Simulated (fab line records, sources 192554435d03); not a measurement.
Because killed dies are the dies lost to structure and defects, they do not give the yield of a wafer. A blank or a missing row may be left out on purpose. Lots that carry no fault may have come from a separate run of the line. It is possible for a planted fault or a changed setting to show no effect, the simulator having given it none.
fab line records ; flow n5-finfet ; part 1 of 2: steps 1 to 4 of 6
record: lots: 20; wafers: 60; last-day: 19
route steps=1938 shown BEOL_M0_SAQP@659
lots untouched by any fault: they come from a run of this same line in which no faults occurred
start-h: hours from the record's opening day to when the first of the lot's shown wafers began ; wait-h: time in hours since the lot's previous step ; " same as the row above ; L1.1+2: a single row standing in for several wafers ; - no value, or no start was given ; * or withheld: withheld ; < > ~ a bound
route shown NAME@n: a module of which the file shows steps, and the number in the route of the first ; usual: average and standard deviation across the fault-free wafers ; same: alike in all rows ; chamber/n: place in a boat ; sites: the reading at each site ; _std_site: the standard deviation of these ; _edge_site: outer sites' mean less inner sites' ; radius-mm: how far each site lies from the wafer's centre ; mask NAME#n: copy n ; behind: the most recent tool/chamber to have shaped the wafer ; hold: reason for holding the lot/hours on hold/outcome of the hold ; device: which transistor (n, p or np) failed to switch ; end of line: the tests these same wafers got at the end of their route ; a step given without rows: its recipe and nothing more ; killed: count of dies lost to structure and defects at first sort (not the wafer's yield) ; map: per-die view of a wafer (x killed, . not killed, _ where there is no die)
set.NAME: the run value of the setting; set.NAME@STEP: its run value at that earlier step ; model.NAME: the simulator's own value behind a step, which no gauge read
route steps across a sampled set of lots; one table per step, one row per wafer
services: from which hour (start-h, from the record's first day; less than 0 if before it) a tool's chamber was out of use, for how many hours, and why
== steps ==
step: N5_BEOL_M0_SAQP_STRIP_86
recipe: chemistry: N2/H2; power-w: 500; temp-c: 40; pressure-mtorr: 50; rf-frequency-hz: 6e+07; overash-fraction: 0.3; bias-power-w: 28; h2-frac: 0.5; n2-flow-sccm: 300; h2-flow-sccm: 300
usual: drypump-motor-current-A: 5.6/0.52; oes-product-au: 0.80/0.089; rf-vpp-V: 122.0/1.6; showerhead-plenum-p-Torr: 3.40/0.12; throttle-valve-pct: 18.91/0.27
lot.wafer;tool;chamber;start-h;wait-h;drypump-motor-current-A;oes-product-au;rf-hours-counter-h;rf-vpp-V;showerhead-plenum-p-Torr;throttle-valve-pct
L074.1;rie-diel-03;0;110.05;0.2;4.9;0.79;135;119.8;3.24;19.16
L074.3;rie-diel-03;3;110.05;0.2;6.3;0.70;236;122.8;3.29;19.17
L074.5;rie-diel-03;3;110.05;0.2;6.3;0.69;-;120.4;3.29;19.15
L075.2;rie-diel-03;3;114.95;0.1;6.3;0.70;237;121.7;3.29;19.15
L075.4;rie-diel-03;3;114.95;0.1;6.3;0.69;-;121.2;3.29;19.17
L075.6;rie-diel-03;0;114.95;0.1;4.9;0.79;-;120.5;3.24;19.14
L077.1;rie-diel-05;3;125.47;0.1;6.2;0.92;14;120.3;3.27;18.59
L077.4;rie-diel-05;1;125.47;0.1;5.6;0.87;-;122.7;3.55;18.80
L077.6;rie-diel-05;0;125.47;0.1;5.8;0.87;-;122.8;3.56;18.62
L079.2;rie-diel-05;0;141.56;0.1;5.8;0.86;54;123.3;3.56;18.63
L079.3;rie-diel-05;2;141.56;0.1;5.0;0.99;2;122.9;3.56;18.85
L079.5;rie-diel-05;1;141.56;0.1;5.6;0.85;-;122.8;3.55;18.83
L080.1;rie-diel-05;0;144.61;0.1;5.8;0.87;55;124.0;3.56;18.63
L080.3;rie-diel-05;3;144.61;0.1;6.2;0.92;20;122.0;3.27;18.64
L080.5;rie-diel-05;2;144.61;0.1;5.0;1.00;-;123.1;3.56;18.86
L081.1;rie-diel-03;3;148.13;0.1;6.3;0.68;248;121.8;3.29;19.17
L081.2;rie-diel-03;2;148.13;0.1;6.2;0.71;221;121.2;3.45;18.82
L081.6;rie-diel-03;2;148.13;0.1;6.2;0.71;-;124.7;3.45;18.87
L082.1;rie-diel-04;0;154.33;0.1;5.3;0.75;144;122.8;3.37;18.47
L082.4;rie-diel-04;1;154.33;0.1;4.9;0.75;151;120.6;3.49;19.44
L082.5;rie-diel-04;2;154.33;0.1;5.1;0.71;-;123.4;3.19;18.73
L083.2;rie-diel-05;2;160.38;0.1;5.0;0.95;9;123.4;3.56;18.86
L083.4;rie-diel-05;3;160.38;0.1;6.2;0.90;25;120.8;3.26;18.64
L083.6;rie-diel-05;1;160.38;0.1;5.6;0.85;-;122.4;3.55;18.81
L084.2;rie-diel-05;0;173.00;0.1;5.8;0.84;63;121.9;3.55;18.62
L084.5;rie-diel-05;1;173.00;0.1;5.6;0.85;-;121.3;3.54;18.83
L084.6;rie-diel-05;2;173.00;0.1;5.1;0.94;-;122.3;3.56;18.88
L085.2;rie-diel-05;0;177.94;0.1;5.8;0.86;66;123.4;3.55;18.64
L085.5;rie-diel-05;1;177.94;0.1;5.6;0.84;-;121.7;3.54;18.83
L085.6;rie-diel-05;2;177.94;0.1;5.0;0.94;-;122.2;3.55;18.88
L086.1;rie-diel-03;3;187.85;0.2;6.3;0.97;5;120.7;3.28;18.77
L086.3;rie-diel-03;0;187.85;0.2;4.9;0.76;161;121.8;3.23;19.21
L086.5;rie-diel-03;3;187.85;0.2;6.3;0.98;-;123.0;3.28;18.75
L087.2;rie-diel-03;2;192.72;0.1;6.1;0.70;242;121.0;3.44;18.88
L087.3;rie-diel-03;0;192.72;0.1;4.9;0.76;163;121.8;3.22;19.17
L087.6;rie-diel-03;2;192.72;0.1;6.1;0.69;-;122.4;3.44;18.86
L088.2;rie-diel-04;1;198.85;0.1;4.9;0.75;162;125.3;3.48;19.47
L088.3;rie-diel-04;3;198.85;0.1;4.9;0.76;171;124.4;3.47;18.93
L088.4;rie-diel-04;2;198.85;0.1;5.1;0.71;196;121.9;3.19;18.72
L089.1;rie-diel-03;1;202.63;0.2;6.1;0.71;168;122.0;3.34;19.20
L089.4;rie-diel-03;1;202.63;0.2;6.1;0.71;-;123.5;3.34;19.22
L089.6;rie-diel-03;3;202.63;0.2;6.3;0.95;-;122.1;3.28;18.76
L092.3;rie-diel-04;0;216.64;0.1;5.3;0.73;162;120.6;3.36;18.50
L092.5;rie-diel-04;1;216.64;0.1;4.9;0.74;-;122.2;3.48;19.51
L092.6;rie-diel-04;0;216.64;0.1;5.3;0.73;-;122.6;3.36;18.51
L093.2;rie-diel-04;0;223.59;0.1;5.3;0.74;165;123.2;3.36;18.51
L093.3;rie-diel-04;3;223.59;0.1;4.9;0.74;176;122.4;3.47;18.99
L093.4;rie-diel-04;0;223.59;0.1;5.3;0.73;-;122.3;3.36;18.49
L094.3;rie-diel-05;1;228.53;0.1;5.6;0.83;70;123.9;3.54;18.87
L094.5;rie-diel-05;3;228.53;0.1;6.1;0.85;-;121.2;3.25;18.66
L094.6;rie-diel-05;0;228.53;0.1;5.8;0.83;-;123.9;3.54;18.65
L095.2;rie-diel-03;3;235.56;0.1;6.3;0.93;22;119.7;3.27;18.79
L095.5;rie-diel-03;0;235.56;0.1;4.9;0.75;-;116.9;3.22;19.19
L095.6;rie-diel-03;3;235.56;0.1;6.3;0.92;-;119.4;3.27;18.81
L096.1;rie-diel-05;1;240.22;0.1;5.6;0.82;72;122.2;3.53;18.89
L096.2;rie-diel-05;3;240.22;0.1;6.2;0.87;50;120.4;3.25;18.65
L096.5;rie-diel-05;3;240.22;0.1;6.1;0.86;-;121.5;3.25;18.68
L097.3;rie-diel-04;1;252.10;0.1;4.9;0.73;177;119.3;3.47;19.49
L097.4;rie-diel-04;2;252.10;0.1;5.1;0.70;212;120.1;3.18;18.75
L097.5;rie-diel-04;1;252.10;0.1;4.9;0.74;-;120.6;3.47;19.51
step: N5_BEOL_M0_SAQP_SPACER1_ETCHBACK_99
recipe: chemistry: CHF3/O2; mode: anisotropic-etchback; target: SiO2; target-depth-a: 154; time-s: 7.7; pressure-mtorr: 30; source-w: 650; bias-w: 170; Ar_flow_sccm: 200; CHF3_flow_sccm: 50; O2_flow_sccm: 5; ion-energy-ev: 200
usual: O2_flow_sccm: 5.000/0.014; drypump-motor-current-A: 5.5/0.51; oes_o_777_au: 0.80/0.085; oes-product-au: 0.80/0.084; rf-vpp-V: 527/7.9; showerhead-plenum-p-Torr: 2.45/0.086; throttle-valve-pct: 18.95/0.22
lot.wafer;tool;chamber;start-h;wait-h;O2_flow_sccm;drypump-motor-current-A;oes_o_777_au;oes-product-au;rf-hours-counter-h;rf-vpp-V;showerhead-plenum-p-Torr;throttle-valve-pct
L074.1;rie-diel-05;0;112.02;0.3;4.984;5.8;0.87;0.86;45;518;2.54;18.72
L074.3;rie-diel-05;1;112.02;0.3;4.999;5.6;0.89;0.88;36;530;2.56;19.02
L074.5;rie-diel-05;0;112.02;0.3;5.014;5.8;0.88;0.86;-;519;2.54;18.74
L075.2;rie-diel-05;1;116.06;0.3;4.978;5.6;0.90;0.87;37;530;2.56;19.02
L075.4;rie-diel-05;0;116.06;0.3;5.009;5.8;0.86;0.86;-;519;2.54;18.72
L075.6;rie-diel-05;3;116.06;0.3;5.018;6.1;0.93;0.92;-;526;2.36;18.52
L077.1;rie-diel-05;1;126.46;0.3;4.983;5.6;0.89;0.87;40;529;2.56;19.03
L077.4;rie-diel-05;1;126.46;0.3;4.995;5.6;0.89;0.87;-;530;2.56;19.02
L077.6;rie-diel-05;3;126.46;0.3;5.003;6.1;0.91;0.92;-;525;2.36;18.52
L079.2;rie-diel-04;2;142.71;0.3;5.004;5.1;0.73;0.72;183;513;2.30;18.94
L079.3;rie-diel-04;1;142.71;0.3;4.988;4.9;0.73;0.75;148;531;2.51;19.30
L079.5;rie-diel-04;3;142.71;0.3;4.992;4.9;0.72;0.76;-;534;2.49;19.00
L080.1;rie-diel-05;1;145.60;0.3;5.002;5.6;0.88;0.87;46;530;2.56;19.04
L080.3;rie-diel-05;0;145.60;0.3;4.987;5.8;0.86;0.85;55;519;2.54;18.77
L080.5;rie-diel-05;0;145.60;0.3;5.012;5.8;0.86;0.85;-;518;2.54;18.75
L081.1;rie-diel-03;3;149.77;0.6;5.016;6.3;0.69;0.69;248;515;2.39;19.52
L081.2;rie-diel-03;2;149.77;0.6;4.999;6.2;0.72;0.70;222;539;2.47;18.95
L081.6;rie-diel-03;1;149.77;0.6;5.015;6.1;0.76;0.74;-;520;2.40;19.02
L082.1;rie-diel-04;0;155.52;0.4;5.020;5.3;0.74;0.75;145;535;2.41;18.63
L082.4;rie-diel-04;3;155.52;0.4;5.016;4.9;0.72;0.75;163;535;2.49;19.02
L082.5;rie-diel-04;2;155.52;0.4;5.011;5.1;0.72;0.73;-;514;2.30;18.96
L083.2;rie-diel-04;2;161.38;0.3;5.025;5.1;0.72;0.72;189;513;2.30;18.96
L083.4;rie-diel-04;1;161.38;0.3;4.996;4.9;0.73;0.75;153;532;2.51;19.30
L083.6;rie-diel-04;0;161.38;0.3;4.983;5.3;0.74;0.74;-;534;2.41;18.62
L084.2;rie-diel-03;0;174.22;0.5;4.987;4.9;0.78;0.77;154;523;2.31;19.15
L084.5;rie-diel-03;1;174.22;0.5;4.992;6.0;0.75;0.73;-;521;2.40;19.03
L084.6;rie-diel-03;2;174.22;0.5;4.972;6.1;0.71;0.70;-;538;2.47;18.97
L085.2;rie-diel-03;1;179.44;0.3;4.975;6.0;0.74;0.73;160;518;2.40;19.05
L085.5;rie-diel-03;0;179.44;0.3;5.009;4.9;0.78;0.77;-;523;2.31;19.14
L085.6;rie-diel-03;1;179.44;0.3;4.984;6.0;0.74;0.72;-;519;2.40;19.05
L086.1;rie-diel-03;3;189.11;0.5;5.009;6.3;0.97;0.96;5;515;2.39;19.11
L086.3;rie-diel-03;1;189.11;0.5;4.997;6.0;0.74;0.71;164;520;2.40;19.05
L086.5;rie-diel-03;2;189.11;0.5;5.015;6.2;0.70;0.69;-;538;2.47;18.97
L087.2;rie-diel-03;1;193.71;0.3;5.010;6.0;0.74;0.71;166;519;2.40;19.05
L087.3;rie-diel-03;0;193.71;0.3;4.993;4.9;0.77;0.76;163;525;2.30;19.15
L087.6;rie-diel-03;0;193.71;0.3;5.002;4.9;0.77;0.75;-;525;2.30;19.17
L088.2;rie-diel-03;3;199.86;0.3;5.017;6.3;0.96;0.96;8;515;2.39;19.13
L088.3;rie-diel-03;1;199.86;0.3;5.005;6.0;0.74;0.72;167;519;2.40;19.06
L088.4;rie-diel-03;3;199.86;0.3;5.008;6.3;0.96;0.97;-;517;2.39;19.13
L089.1;rie-diel-03;3;203.68;0.3;4.996;6.3;0.95;0.94;10;516;2.39;19.13
L089.4;rie-diel-03;1;203.68;0.3;5.001;6.0;0.73;0.71;169;518;2.40;19.07
L089.6;rie-diel-03;3;203.68;0.3;5.006;6.3;0.96;0.95;-;515;2.39;19.13
L092.3;rie-diel-04;1;217.63;0.3;4.992;4.9;0.71;0.73;166;531;2.50;19.33
L092.5;rie-diel-04;0;217.63;0.3;5.014;5.3;0.72;0.73;-;534;2.40;18.65
L092.6;rie-diel-04;3;217.63;0.3;4.984;4.9;0.71;0.74;-;536;2.49;19.02
L093.2;rie-diel-04;1;224.76;0.3;4.993;4.9;0.72;0.73;169;531;2.50;19.33
L093.3;rie-diel-04;3;224.76;0.3;5.012;4.9;0.71;0.74;176;535;2.48;19.04
L093.4;rie-diel-04;3;224.76;0.3;5.010;4.9;0.71;0.74;-;534;2.48;19.03
L094.3;rie-diel-04;0;229.89;0.3;4.981;5.3;0.72;0.73;167;534;2.40;18.66
L094.5;rie-diel-04;3;229.89;0.3;5.006;4.9;0.71;0.74;-;536;2.48;19.03
L094.6;rie-diel-04;2;229.89;0.3;4.996;5.1;0.71;0.72;-;513;2.30;18.97
L095.2;rie-diel-05;3;236.63;0.3;5.010;6.1;0.86;0.84;49;525;2.35;18.57
L095.5;rie-diel-05;1;236.63;0.3;4.991;5.6;0.84;0.83;-;529;2.55;19.10
L095.6;rie-diel-05;2;236.63;0.3;4.999;5.0;0.89;0.91;-;534;2.55;18.99
L096.1;rie-diel-05;3;241.43;0.3;4.996;6.1;0.85;0.85;50;524;2.35;18.58
L096.2;rie-diel-05;1;241.43;0.3;4.990;5.6;0.84;0.82;72;529;2.55;19.10
L096.5;rie-diel-05;2;241.43;0.3;5.011;5.0;0.89;0.92;-;532;2.55;18.98
L097.3;rie-diel-05;2;253.17;0.3;4.994;5.0;0.89;0.90;33;533;2.55;18.99
L097.4;rie-diel-05;1;253.17;0.3;5.012;5.6;0.83;0.83;-;528;2.54;19.10
L097.5;rie-diel-05;2;253.17;0.3;5.006;5.0;0.89;0.91;-;533;2.55;18.99
step: N5_BEOL_M0_SAQP_MANDREL_ETCH_103
recipe: chemistry: HBr/Cl2; target: a-Si; target-depth-a: 450; bt-time-s: 10; stop-on: SiCN; mask-material: SiO2; over-etch-frac: 0.8; time-s: 27; pressure-mtorr: 10; icp-w: 800; bias-w: 75; HBr_flow_sccm: 150; Cl2_flow_sccm: 80; ends: end-point
usual: drypump-motor-current-A: 6.0/0.41; oes-product-au: 0.683/0.011; throttle-valve-pct: 35.28/0.28
lot.wafer;tool;chamber;start-h;wait-h;drypump-motor-current-A;oes-product-au;rf-hours-counter-h;throttle-valve-pct
L074.1;rie-si-03;2;112.40;0.0;5.8;0.679;1;35.38
L074.3;rie-si-03;1;112.40;0.0;6.5;0.681;134;34.93
L074.5;rie-si-03;1;112.40;0.0;6.5;0.676;-;34.91
L075.2;rie-si-06;3;116.52;0.0;5.2;0.677;33;35.67
L075.4;rie-si-06;1;116.52;0.0;6.7;0.686;34;35.65
L075.6;rie-si-06;3;116.52;0.0;5.3;0.686;-;35.66
L077.1;rie-si-02;2;126.84;0.0;6.4;0.692;157;35.26
L077.4;rie-si-02;3;126.84;0.0;5.7;0.680;6;35.02
L077.6;rie-si-02;3;126.84;0.0;5.7;0.674;-;35.00
L079.2;rie-si-02;3;143.09;0.0;5.7;0.678;7;34.98
L079.3;rie-si-02;1;143.09;0.0;5.7;0.686;112;35.08
L079.5;rie-si-02;2;143.09;0.0;6.4;0.706;-;35.24
L080.1;rie-si-03;0;145.98;0.0;5.3;0.668;188;35.35
L080.3;rie-si-03;3;145.98;0.0;6.3;0.665;54;35.76
L080.5;rie-si-03;2;145.98;0.0;5.9;0.681;-;35.34
L081.1;rie-si-06;3;150.35;0.0;5.2;0.684;34;35.65
L081.2;rie-si-06;1;150.35;0.0;6.7;0.677;35;35.67
L081.6;rie-si-06;1;150.35;0.0;6.7;0.674;-;35.66
L082.1;rie-si-06;1;155.90;0.0;6.7;0.695;35;35.63
L082.4;rie-si-06;2;155.90;0.0;5.9;0.691;140;34.95
L082.5;rie-si-06;1;155.90;0.0;6.7;0.694;-;35.64
L083.2;rie-si-03;3;161.79;0.0;6.3;0.658;55;35.76
L083.4;rie-si-03;2;161.79;0.0;5.9;0.686;1;35.35
L083.6;rie-si-03;1;161.79;0.0;6.4;0.693;-;34.93
L084.2;rie-si-02;3;174.86;0.0;5.7;0.685;7;34.99
L084.5;rie-si-02;2;174.86;0.0;6.4;0.694;-;35.25
L084.6;rie-si-02;1;174.86;0.0;5.7;0.694;-;35.06
L085.2;rie-si-06;3;179.82;0.0;5.2;0.693;34;35.65
L085.5;rie-si-06;1;179.82;0.0;6.7;0.693;-;35.65
L085.6;rie-si-06;0;179.82;0.0;6.1;0.695;-;34.95
L086.1;rie-si-03;1;189.63;0.0;6.5;0.691;135;34.91
L086.3;rie-si-03;2;189.63;0.0;5.9;0.685;2;35.36
L086.5;rie-si-03;2;189.63;0.0;5.8;0.691;-;35.36
L087.2;rie-si-02;1;194.09;0.0;5.7;0.675;113;35.11
L087.3;rie-si-02;3;194.09;0.0;5.7;0.670;8;35.01
L087.6;rie-si-02;1;194.09;0.0;5.7;0.686;-;35.10
L088.2;rie-si-02;2;200.65;0.0;6.5;0.688;158;35.28
L088.3;rie-si-02;0;200.65;0.0;5.8;0.699;127;35.44
L088.4;rie-si-02;1;200.65;0.0;5.7;0.681;113;35.12
L089.1;rie-si-03;1;204.26;0.0;6.5;0.683;136;34.94
L089.4;rie-si-03;3;204.26;0.0;6.3;0.661;-;35.76
L089.6;rie-si-03;2;204.26;0.0;5.9;0.679;-;35.36
L092.3;rie-si-06;2;218.01;0.0;5.9;0.664;141;35.01
L092.5;rie-si-06;2;218.01;0.0;5.9;0.674;-;35.00
L092.6;rie-si-06;3;218.01;0.0;5.2;0.691;-;35.65
L093.2;rie-si-02;3;225.18;0.0;5.7;0.678;8;35.02
L093.3;rie-si-02;0;225.18;0.0;5.8;0.701;128;35.42
L093.4;rie-si-02;1;225.18;0.0;5.7;0.683;114;35.10
L094.3;rie-si-03;3;230.37;0.0;6.3;0.675;56;35.73
L094.5;rie-si-03;1;230.37;0.0;6.4;0.699;-;34.92
L094.6;rie-si-03;2;230.37;0.0;5.9;0.690;-;35.33
L095.2;rie-si-02;2;237.00;0.0;6.5;0.691;158;35.26
L095.5;rie-si-02;3;237.00;0.0;5.8;0.676;-;34.99
L095.6;rie-si-02;2;237.00;0.0;6.5;0.695;-;35.25
L096.1;rie-si-02;0;241.80;0.0;5.8;0.693;128;35.44
L096.2;rie-si-02;2;241.80;0.0;6.4;0.700;158;35.26
L096.5;rie-si-02;3;241.80;0.0;5.7;0.667;-;35.02
L097.3;rie-si-06;2;253.55;0.0;5.9;0.678;142;34.99
L097.4;rie-si-06;3;253.55;0.0;5.3;0.697;-;35.64
L097.5;rie-si-06;2;253.55;0.0;5.9;0.676;-;34.98
step: N5_BEOL_M0_SAQP_STRIP_108
recipe: chemistry: N2/H2; power-w: 500; temp-c: 40; pressure-mtorr: 50; rf-frequency-hz: 6e+07; overash-fraction: 0.3; bias-power-w: 28; h2-frac: 0.5; n2-flow-sccm: 300; h2-flow-sccm: 300
usual: drypump-motor-current-A: 5.6/0.49; oes-product-au: 0.81/0.086; rf-vpp-V: 122.2/1.1; showerhead-plenum-p-Torr: 3.41/0.13; throttle-valve-pct: 18.86/0.27
lot.wafer;tool;chamber;start-h;wait-h;drypump-motor-current-A;oes-product-au;rf-hours-counter-h;rf-vpp-V;showerhead-plenum-p-Torr;throttle-valve-pct
L074.1;rie-diel-05;0;113.03;0.0;5.8;0.87;45;123.3;3.56;18.61
L074.3;rie-diel-05;1;113.03;0.0;5.6;0.88;36;122.9;3.55;18.81
L074.5;rie-diel-05;1;113.03;0.0;5.6;0.87;-;122.9;3.55;18.80
L075.2;rie-diel-05;0;117.15;0.0;5.8;0.87;46;121.9;3.56;18.62
L075.4;rie-diel-05;1;117.15;0.0;5.6;0.88;-;122.5;3.55;18.80
L075.6;rie-diel-05;0;117.15;0.0;5.8;0.87;-;122.8;3.56;18.61
L077.1;rie-diel-04;1;127.47;0.0;4.9;0.76;143;122.5;3.49;19.45
L077.4;rie-diel-04;0;127.47;0.0;5.3;0.76;135;122.2;3.38;18.45
L077.6;rie-diel-04;0;127.47;0.0;5.3;0.76;-;121.6;3.38;18.46
L079.2;rie-diel-03;2;143.72;0.0;6.2;0.70;220;122.7;3.45;18.84
L079.3;rie-diel-03;0;143.72;0.0;4.9;0.77;145;120.7;3.23;19.16
L079.5;rie-diel-03;1;143.72;0.0;6.0;0.73;-;121.3;3.36;19.17
L080.1;rie-diel-05;1;146.61;0.0;5.6;0.87;46;123.4;3.55;18.83
L080.3;rie-diel-05;2;146.61;0.0;5.1;0.99;3;121.4;3.56;18.86
L080.5;rie-diel-05;3;146.61;0.0;6.1;0.92;-;121.1;3.27;18.60
L081.1;rie-diel-05;3;151.13;0.0;6.2;0.90;22;122.2;3.27;18.61
L081.2;rie-diel-05;0;151.13;0.0;5.8;0.85;57;122.7;3.55;18.63
L081.6;rie-diel-05;3;151.13;0.0;6.1;0.90;-;120.6;3.27;18.61
L082.1;rie-diel-03;2;156.58;0.0;6.1;0.71;225;123.8;3.45;18.86
L082.4;rie-diel-03;1;156.58;0.0;6.1;0.73;-;122.8;3.36;19.18
L082.5;rie-diel-03;1;156.58;0.0;6.1;0.73;-;121.3;3.36;19.18
L083.2;rie-diel-04;0;162.66;0.0;5.3;0.74;146;121.0;3.37;18.49
L083.4;rie-diel-04;2;162.66;0.0;5.1;0.71;189;121.8;3.19;18.70
L083.6;rie-diel-04;0;162.66;0.0;5.3;0.74;-;122.6;3.37;18.47
L084.2;rie-diel-05;2;175.49;0.0;5.0;0.94;16;123.7;3.55;18.88
L084.5;rie-diel-05;1;175.49;0.0;5.6;0.84;-;124.7;3.54;18.85
L084.6;rie-diel-05;2;175.49;0.0;5.0;0.94;-;124.3;3.55;18.89
L085.2;rie-diel-05;1;180.45;0.0;5.6;0.84;59;122.8;3.54;18.84
L085.5;rie-diel-05;3;180.45;0.0;6.2;0.89;-;121.7;3.26;18.64
L085.6;rie-diel-05;0;180.45;0.0;5.8;0.83;-;122.9;3.55;18.66
L086.1;rie-diel-04;0;190.26;0.0;5.3;0.74;150;122.2;3.37;18.47
L086.3;rie-diel-04;1;190.26;0.0;4.9;0.74;158;122.1;3.48;19.47
L086.5;rie-diel-04;1;190.26;0.0;5.0;0.75;-;123.4;3.48;19.47
L087.2;rie-diel-04;0;194.72;0.0;5.3;0.75;152;122.3;3.37;18.48
L087.3;rie-diel-04;2;194.72;0.0;5.1;0.72;195;118.1;3.19;18.70
L087.6;rie-diel-04;2;194.72;0.0;5.1;0.72;-;119.6;3.19;18.72
L088.2;rie-diel-04;0;201.29;0.0;5.3;0.74;154;122.0;3.37;18.48
L088.3;rie-diel-04;1;201.29;0.0;4.9;0.74;162;122.2;3.48;19.48
L088.4;rie-diel-04;2;201.29;0.0;5.1;0.71;-;121.3;3.19;18.72
L089.1;rie-diel-05;3;205.02;0.0;6.1;0.87;39;121.3;3.26;18.65
L089.4;rie-diel-05;0;205.02;0.0;5.8;0.84;72;124.1;3.55;18.67
L089.6;rie-diel-05;1;205.02;0.0;5.6;0.84;-;122.4;3.54;18.87
L092.3;rie-diel-04;1;218.64;0.0;4.9;0.74;166;123.3;3.48;19.49
L092.5;rie-diel-04;1;218.64;0.0;4.9;0.74;-;122.3;3.48;19.47
L092.6;rie-diel-04;0;218.64;0.0;5.3;0.74;-;121.9;3.36;18.52
L093.2;rie-diel-05;3;225.81;0.0;6.1;0.87;45;120.6;3.25;18.65
L093.3;rie-diel-05;1;225.81;0.0;5.6;0.83;68;121.9;3.54;18.86
L093.4;rie-diel-05;2;225.81;0.0;5.0;0.92;26;122.2;3.55;18.88
L094.3;rie-diel-05;1;231.00;0.0;5.6;0.83;70;122.5;3.53;18.86
L094.5;rie-diel-05;2;231.00;0.0;5.0;0.92;-;123.4;3.55;18.90
L094.6;rie-diel-05;3;231.00;0.0;6.2;0.86;-;121.9;3.25;18.66
L095.2;rie-diel-03;2;237.63;0.0;6.2;1.01;1;121.2;3.43;18.41
L095.5;rie-diel-03;0;237.63;0.0;4.9;0.75;-;121.2;3.22;19.22
L095.6;rie-diel-03;1;237.63;0.0;6.0;0.70;-;121.9;3.34;19.22
L096.1;rie-diel-03;0;242.43;0.0;4.9;0.76;178;120.4;3.22;19.22
L096.2;rie-diel-03;1;242.43;0.0;6.1;0.71;183;121.3;3.34;19.24
L096.5;rie-diel-03;0;242.43;0.0;4.9;0.75;-;119.8;3.22;19.21
L097.3;rie-diel-05;0;254.18;0.0;5.8;0.82;86;121.5;3.54;18.67
L097.4;rie-diel-05;0;254.18;0.0;5.8;0.82;-;122.7;3.54;18.66
L097.5;rie-diel-05;1;254.18;0.0;5.6;0.82;-;122.0;3.53;18.87
